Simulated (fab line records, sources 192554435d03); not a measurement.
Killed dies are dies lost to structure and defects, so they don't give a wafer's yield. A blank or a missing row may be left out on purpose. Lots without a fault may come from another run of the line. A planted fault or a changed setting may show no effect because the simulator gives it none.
Which tool did it? | flow n5_finfet | 6 lots, 17 wafers sampled, at 8 steps of a route of 1938

WHAT THE GAUGES READ, wafer by wafer
N5_BEOL_M10_INSPECT_30: inspects for defects (brightfield). Usual: raw_defect_count 405, standard deviation 94.
lot  | measured     | on                | raw_defect_count | flag
L645 | day 10 11:19 | defect_inspect-01 | 435 322 391      |
L644 | day 10 14:14 | defect_inspect-01 | 524 626 661      |
L659 | day 14 00:35 | defect_inspect-02 | 336 379          |
L661 | day 14 08:16 | defect_inspect-01 | 400 445 266      |
L666 | day 16 00:43 | defect_inspect-01 | 464 528 473      |
L667 | day 16 13:59 | defect_inspect-01 | 296 363 284      |

N5_BEOL_M10_OCD_MEAS_38. Usual: trench_depth_nm 149.9 nm, standard deviation 2.8.
lot  | measured     | on     | trench_depth_nm (nm) | flag
L645 | day 10 11:51 | ocd-02 | 149.9 146.8 146.6    |
L644 | day 10 14:46 | ocd-02 | 147.8 152.4 152.3    |
L659 | day 14 01:07 | ocd-01 | 211.6 146.7          | OFF
L661 | day 14 08:47 | ocd-02 | 153.3 150.7 150.1    |
L666 | day 16 01:14 | ocd-01 | 150.8 152.2 151.7    |
L667 | day 16 14:31 | ocd-01 | 148.5 153.8 152.6    |

N5_BEOL_M10_THK_MEAS_53: measures by xrf. Usual: M10_THK 140 nm, standard deviation 3.
lot  | measured     | on            | M10_THK (nm) | flag
L645 | day 10 18:43 | film_metro-01 | 139 136 137  |
L644 | day 10 19:48 | film_metro-02 | 137 143 141  |
L659 | day 14 04:03 | film_metro-01 | 206 141      | OFF
L661 | day 14 11:19 | film_metro-01 | 144 142 141  |
L666 | day 16 03:52 | film_metro-01 | 142 144 142  |
L667 | day 16 17:07 | film_metro-01 | 139 144 142  |

N5_BEOL_M10_RS_MEAS_57: measures by four-point-probe. Usual: M10_RS 0.150 ohm/sq, standard deviation 0.0034.
lot  | measured     | on            | M10_RS (ohm/sq)   | flag
L645 | day 10 18:53 | film_metro-01 | 0.151 0.155 0.153 |
L644 | day 10 19:56 | film_metro-02 | 0.153 0.146 0.148 |
L659 | day 14 04:11 | film_metro-01 | 0.100 0.152       | OFF
L661 | day 14 11:29 | film_metro-01 | 0.145 0.147 0.148 |
L666 | day 16 04:00 | film_metro-02 | 0.148 0.147 0.148 |
L667 | day 16 17:15 | film_metro-01 | 0.151 0.146 0.147 |

N5_BEOL_M15_RC_MEAS_101. Usual: COMB_M11 1.4e-11 S/m, standard deviation 3.3e-12; COMB_M12 5.9e-12 S/m, standard deviation 1.4e-12; COMB_M13 4.6e-12 S/m, standard deviation 1.1e-12; COMB_M14 3.4e-12 S/m, standard deviation 8.9e-13; COMB_M15 2.1e-12 S/m, standard deviation 7.4e-13; COMB_M5 3.6e-11 S/m, standard deviation 6.7e-12; COMB_M6 2.5e-11 S/m, standard deviation 5.9e-12; COMB_M6_max_site 3.6e-11 S/m, standard deviation 8.5e-12; COMB_M7 2.5e-11 S/m, standard deviation 4.5e-12; COMB_M8 2.5e-11 S/m, standard deviation 4.7e-12; COMB_M9 1.4e-11 S/m, standard deviation 3.3e-12; COMB_M9_max_site 2.1e-11 S/m, standard deviation 5.3e-12; SERP_M10 3.04 ohm/um, standard deviation 0.084; SERP_M10_max_site 3.13 ohm/um, standard deviation 0.09; SERP_M11 3.07 ohm/um, standard deviation 0.085; SERP_M12 0.633 ohm/um, standard deviation 0.016; SERP_M12_max_site 0.646 ohm/um, standard deviation 0.016; SERP_M13 0.309 ohm/um, standard deviation 0.0058; SERP_M14 0.159 ohm/um, standard deviation 0.0042; SERP_M5 39.2 ohm/um, standard deviation 2; SERP_M6 13.7 ohm/um, standard deviation 0.54; SERP_M7 13.9 ohm/um, standard deviation 0.51; SERP_M8 13.5 ohm/um, standard deviation 0.49; SERP_M9 3.09 ohm/um, standard deviation 0.087.
lot  | measured     | on        | COMB_M11 (S/m)          | COMB_M12 (S/m)          | COMB_M13 (S/m)          | COMB_M14 (S/m)          | COMB_M15 (S/m)          | COMB_M5 (S/m)           | COMB_M6 (S/m)           | COMB_M6_max_site (S/m)  | COMB_M7 (S/m)           | COMB_M8 (S/m)           | COMB_M9 (S/m)           | COMB_M9_max_site (S/m)  | SERP_M10 (ohm/um) | SERP_M10_max_site (ohm/um) | SERP_M11 (ohm/um) | SERP_M12 (ohm/um) | SERP_M12_max_site (ohm/um) | SERP_M13 (ohm/um) | SERP_M14 (ohm/um) | SERP_M5 (ohm/um) | SERP_M6 (ohm/um) | SERP_M7 (ohm/um) | SERP_M8 (ohm/um) | SERP_M9 (ohm/um) | flag
L645 | day 12 08:19 | prober-01 | 1.6e-11 1.5e-11 1.3e-11 | 6.9e-12 3.3e-12 5.4e-12 | 4.2e-12 4.1e-12 4.2e-12 | 3.4e-12 2.7e-12 2.6e-12 | 1.8e-12 2.4e-12 1.6e-12 | 3e-11 3.1e-11 2e-11     | 2.8e-11 1.9e-11 2e-11   | 3.7e-11 2.1e-11 3.4e-11 | 2.6e-11 2.3e-11 3e-11   | 2.5e-11 2.2e-11 2e-11   | 1.6e-11 1.1e-11 9e-12   | 1.9e-11 1.6e-11 1.4e-11 | 3.17 3.13 3.16    | 3.32 3.28 3.21             | 3.15 3.14 3.09    | 0.643 0.642 0.615 | 0.655 0.651 0.634          | 0.316 0.306 0.311 | 0.158 0.159 0.158 | 37.7 38.3 39.7   | 14.0 13.4 13.8   | 13.9 14.0 15.0   | 13.9 14.2 13.5   | 3.13 3.09 3.12   |
L644 | day 12 07:33 | prober-01 | 1.1e-11 6e-12 1.1e-11   | 7.5e-12 4.3e-12 6.3e-12 | 4.4e-12 3.1e-12 4e-12   | 3.3e-12 2e-12 2.2e-12   | 1.6e-12 7e-13 1.4e-12   | 3.3e-11 3.3e-11 3.6e-11 | 2e-11 2.5e-11 2.3e-11   | 3.4e-11 2.7e-11 2.9e-11 | 2e-11 2.1e-11 2.4e-11   | 3.3e-11 2.9e-11 2.2e-11 | 2.4e-11 1.5e-11 1.6e-11 | 2.9e-11 1.7e-11 2e-11   | 3.12 2.99 3.08    | 3.23 3.03 3.15             | 3.06 3.10 3.18    | 0.621 0.630 0.663 | 0.639 0.638 0.669          | 0.316 0.317 0.316 | 0.159 0.155 0.161 | 39.5 40.8 40.8   | 14.7 13.3 14.1   | 13.8 14.3 13.6   | 14.4 13.5 13.3   | 3.18 3.10 3.06   |
L659 | day 16 04:47 | prober-02 | 1e-11 9e-12             | 5.8e-12 5e-12           | 3.3e-12 4.3e-12         | 4.5e-12 4.5e-12         | 2.3e-12 3.5e-12         | 3.7e-11 4.3e-11         | 1.8e-11 2e-11           | 2.5e-11 2.9e-11         | 2.2e-11 2.3e-11         | 2.7e-11 2.2e-11         | 1.8e-11 1.4e-11         | 2.3e-11 2.3e-11         | 2.05 3.12         | 2.10 3.22                  | 3.05 3.24         | 0.621 0.643       | 0.637 0.650                | 0.311 0.304       | 0.158 0.151       | 39.6 40.5        | 12.6 14.0        | 13.8 13.2        | 13.3 13.6        | 3.13 3.17        | OFF
L661 | day 16 07:47 | prober-02 | 2e-11 1.9e-11 8e-12     | 9.4e-12 4e-12 6.6e-12   | 5.3e-12 5e-12 4.7e-12   | 3.6e-12 2.8e-12 3.2e-12 | 3e-12 2.9e-12 2.2e-12   | 5e-11 4.8e-11 3.5e-11   | 2.4e-11 2.8e-11 2.3e-11 | 3.1e-11 4.1e-11 2.8e-11 | 2.5e-11 2.1e-11 2e-11   | 2.8e-11 3.5e-11 3.1e-11 | 1.6e-11 1.1e-11 1.7e-11 | 2.1e-11 1.5e-11 2.2e-11 | 2.95 2.92 3.07    | 2.98 3.12 3.17             | 2.97 2.98 2.95    | 0.620 0.649 0.630 | 0.629 0.659 0.639          | 0.304 0.310 0.306 | 0.159 0.159 0.159 | 38.5 42.2 41.1   | 13.6 13.4 13.4   | 14.6 13.8 13.8   | 14.0 14.0 14.6   | 3.00 2.95 3.03   |
L666 | day 17 10:58 | prober-02 | 2e-11 1.5e-11 1.6e-11   | 8e-12 7.1e-12 7.6e-12   | 5.4e-12 6.2e-12 4.9e-12 | 3.1e-12 4e-12 3.7e-12   | 3.7e-12 3e-12 3.9e-12   | 2.6e-11 2.7e-11 2.4e-11 | 2.3e-11 3e-11 3.2e-11   | 3.5e-11 4.1e-11 4.1e-11 | 2.5e-11 2.4e-11 2.5e-11 | 1.7e-11 2.5e-11 3.1e-11 | 1.3e-11 1.3e-11 1.7e-11 | 2.1e-11 1.7e-11 3.3e-11 | 2.96 2.92 3.00    | 2.99 3.02 3.11             | 3.06 2.93 2.99    | 0.620 0.643 0.641 | 0.631 0.652 0.650          | 0.317 0.309 0.302 | 0.161 0.156 0.158 | 38.4 35.4 40.7   | 14.0 13.8 13.2   | 13.4 13.1 13.0   | 13.8 13.3 13.8   | 3.11 3.18 3.00   |
L667 | day 18 08:22 | prober-01 | 1.2e-11 1.6e-11 1.1e-11 | 4.3e-12 5.3e-12 4.6e-12 | 5.3e-12 4.9e-12 5.7e-12 | 2.6e-12 3.8e-12 3e-12   | 1.3e-12 1.1e-12 2.1e-12 | 4.3e-11 5.1e-11 4.1e-11 | 2.7e-11 2.6e-11 3.9e-11 | 4.5e-11 4e-11 4.7e-11   | 2.1e-11 2.8e-11 2.2e-11 | 1.8e-11 2.3e-11 1.9e-11 | 9e-12 7e-12 9e-12       | 1.4e-11 1e-11 1.6e-11   | 3.04 2.98 2.98    | 3.09 3.03 3.07             | 3.06 3.02 3.07    | 0.646 0.621 0.623 | 0.656 0.633 0.642          | 0.306 0.298 0.296 | 0.160 0.159 0.160 | 38.1 36.5 36.3   | 14.0 14.1 13.5   | 14.7 13.2 14.1   | 14.1 13.1 13.4   | 3.15 2.99 2.96   |

WHICH TOOL RAN EACH LOT (tool, then ch and the chambers of the sampled wafers, then the start)
lot  | N5_BEOL_M10_DESCUM_33              | N5_BEOL_M10_TRENCH_ETCH_37         | N5_BEOL_M10_STRIP_77
L645 | rie_diel-03 ch 1,2, day 10 11:21   | rie_diel-03 ch 1,2, day 10 11:40   | rie_diel-03 ch 1,2, day 10 11:51 or earlier
L644 | rie_diel-03 ch 1,2,3, day 10 14:16 | rie_diel-03 ch 1,2,3, day 10 14:35 | rie_diel-03 ch 1,2,3, day 10 14:46 or earlier
L659 | rie_diel-03 ch 1,2, day 14 00:38   | rie_diel-03 ch 1,2, day 14 00:56   | rie_diel-03 ch 1,2, day 14 01:07 or earlier
L661 | rie_diel-05 ch 1,2, day 14 08:17   | rie_diel-05 ch 1,2, day 14 08:36   | rie_diel-05 ch 1,2, day 14 08:47 or earlier
L666 | rie_diel-05 ch 0,3, day 16 00:44   | rie_diel-05 ch 0,3, day 16 01:03   | rie_diel-05 ch 0,3, day 16 01:14 or earlier
L667 | rie_diel-05 ch 1,2,3, day 16 14:01 | rie_diel-05 ch 1,2,3, day 16 14:20 | rie_diel-05 ch 1,2,3, day 16 14:31 or earlier
- N5_BEOL_M10_DESCUM_33: chemistry O2, time 7.9 s.
- N5_BEOL_M10_TRENCH_ETCH_37: etches SiCOH lowk in C4F6/O2, target depth 148.83 nm, time 48 s.
- N5_BEOL_M10_STRIP_77: strips in N2/H2, time 10 s.

WHAT THE TOOLS THEMSELVES READ (means of the sampled wafers that have a number; where no wafer has one, the mark that the record gives instead)
N5_BEOL_M10_DESCUM_33. Usual: bias_power_w 20.01 W, standard deviation 0.059; drypump_motor_current_A 5.8 A, standard deviation 0.43; o2_flow_sccm 225.0 sccm, standard deviation 0.64; oes_product_au 0.82 a.u., standard deviation 0.11; rf_vpp_V 243.0 V, standard deviation 1.2; showerhead_plenum_p_Torr 2.08 Torr, standard deviation 0.069; throttle_valve_pct 20.34 %, standard deviation 0.24.
lot  | tool        | bias_power_w (W) | drypump_motor_current_A (A) | o2_flow_sccm (sccm) | oes_product_au (a.u.) | rf_vpp_V (V) | showerhead_plenum_p_Torr (Torr) | throttle_valve_pct (%) | flag
L645 | rie_diel-03 | 20.06            | 6.0                         | 225.2               | 0.84                  | 242.1        | 2.08                            | 20.28                  |
L644 | rie_diel-03 | 20.04            | 5.9                         | 225.0               | 0.82                  | 242.7        | 2.06                            | 20.16                  |
L659 | rie_diel-03 | 20.00            | 5.9                         | 225.8               | 0.82                  | 242.6        | 2.05                            | 20.26                  |
L661 | rie_diel-05 | 19.98            | 5.4                         | 224.4               | 0.87                  | 243.2        | 2.07                            | 20.24                  |
L666 | rie_diel-05 | 19.99            | 6.3                         | 225.1               | 0.94                  | 243.8        | 2.14                            | 20.30                  |
L667 | rie_diel-05 | 20.03            | 5.7                         | 225.3               | 0.89                  | 243.3        | 2.10                            | 20.36                  |

N5_BEOL_M10_TRENCH_ETCH_37. Usual: C4F6_flow_sccm 10.001 sccm, standard deviation 0.028; drypump_motor_current_A 5.9 A, standard deviation 0.44; oes_product_au 0.82 a.u., standard deviation 0.11; rf_vpp_V 665 V, standard deviation 15; showerhead_plenum_p_Torr 2.83 Torr, standard deviation 0.084; throttle_valve_pct 20.87 %, standard deviation 0.23.
lot  | tool        | C4F6_flow_sccm (sccm) | drypump_motor_current_A (A) | oes_product_au (a.u.) | rf_vpp_V (V) | showerhead_plenum_p_Torr (Torr) | throttle_valve_pct (%) | flag
L645 | rie_diel-03 | 9.994                 | 6.0                         | 0.84                  | 647          | 2.85                            | 20.88                  |
L644 | rie_diel-03 | 9.995                 | 5.9                         | 0.82                  | 648          | 2.83                            | 20.79                  |
L659 | rie_diel-03 | 10.027                | 5.9                         | 0.93                  | 646          | 2.81                            | 20.90                  |
L661 | rie_diel-05 | 10.019                | 5.4                         | 0.87                  | 678          | 2.82                            | 20.79                  |
L666 | rie_diel-05 | 10.016                | 6.3                         | 0.94                  | 670          | 2.91                            | 20.80                  |
L667 | rie_diel-05 | 10.027                | 5.7                         | 0.89                  | 673          | 2.86                            | 20.90                  |

N5_BEOL_M10_STRIP_77. Usual: bias_power_w 6.998 W, standard deviation 0.021; drypump_motor_current_A 5.9 A, standard deviation 0.43; n2_flow_sccm 200.0 sccm, standard deviation 0.57; oes_product_au 0.82 a.u., standard deviation 0.11; rf_vpp_V 59.2 V, standard deviation 0.86; showerhead_plenum_p_Torr 2.52 Torr, standard deviation 0.078; throttle_valve_pct 23.51 %, standard deviation 0.24.
lot  | tool        | bias_power_w (W) | drypump_motor_current_A (A) | n2_flow_sccm (sccm) | oes_product_au (a.u.) | rf_vpp_V (V) | showerhead_plenum_p_Torr (Torr) | throttle_valve_pct (%) | flag
L645 | rie_diel-03 | 6.993            | 6.0                         | 200.5               | 0.84                  | 59.7         | 2.51                            | 23.41                  |
L644 | rie_diel-03 | 6.990            | 5.9                         | 199.5               | 0.82                  | 59.1         | 2.51                            | 23.39                  |
L659 | rie_diel-03 | 6.994            | 5.9                         | 200.3               | 0.81                  | 60.0         | 2.50                            | 23.43                  |
L661 | rie_diel-05 | 7.007            | 5.4                         | 200.4               | 0.88                  | 58.6         | 2.50                            | 23.34                  |
L666 | rie_diel-05 | 7.003            | 6.3                         | 200.1               | 0.93                  | 59.4         | 2.60                            | 23.62                  |
L667 | rie_diel-05 | 7.006            | 5.7                         | 199.9               | 0.88                  | 59.8         | 2.55                            | 23.55                  |

THE ANSWER, worked out from the rows above alone
Rule: a lot is off if the mean of its wafers that have a number lies more than 3 standard deviations from the usual mean. A lot without any number at a reading at which 4 lots or more have one is off too. The other lots that the step has rows for count as sound. The gauges are gone through in route order, then the tools' own readings, and for those a lot's mean is taken as printed above. The first step at which some lot is off is used, and at that step the reading that is off furthest; a lot without a number counts as furthest.
Off: L659, at N5_BEOL_M10_OCD_MEAS_38 (trench_depth_nm).
A tool fits if, at a process step before that reading, it ran every lot that is off, and no sound lot after the first of them. The gauges at N5_BEOL_M10_OCD_MEAS_38 aren't tried: what is off there is off at N5_BEOL_M10_THK_MEAS_53 too, on other tools, and a gauge's error can't cause that. N5_BEOL_M10_STRIP_77 gives no start for some lots, so the hours and the order of its lots are those of N5_BEOL_M10_OCD_MEAS_38. One fits: rie_diel-03 at N5_BEOL_M10_DESCUM_33 and N5_BEOL_M10_TRENCH_ETCH_37 and N5_BEOL_M10_STRIP_77. At N5_BEOL_M10_DESCUM_33 its last sound lot is L644 (day 10 14:16), its first lot that is off L659 (day 14 00:38): a fault that began between those two fits.

WHAT THE SIMULATOR HAD PUT IN
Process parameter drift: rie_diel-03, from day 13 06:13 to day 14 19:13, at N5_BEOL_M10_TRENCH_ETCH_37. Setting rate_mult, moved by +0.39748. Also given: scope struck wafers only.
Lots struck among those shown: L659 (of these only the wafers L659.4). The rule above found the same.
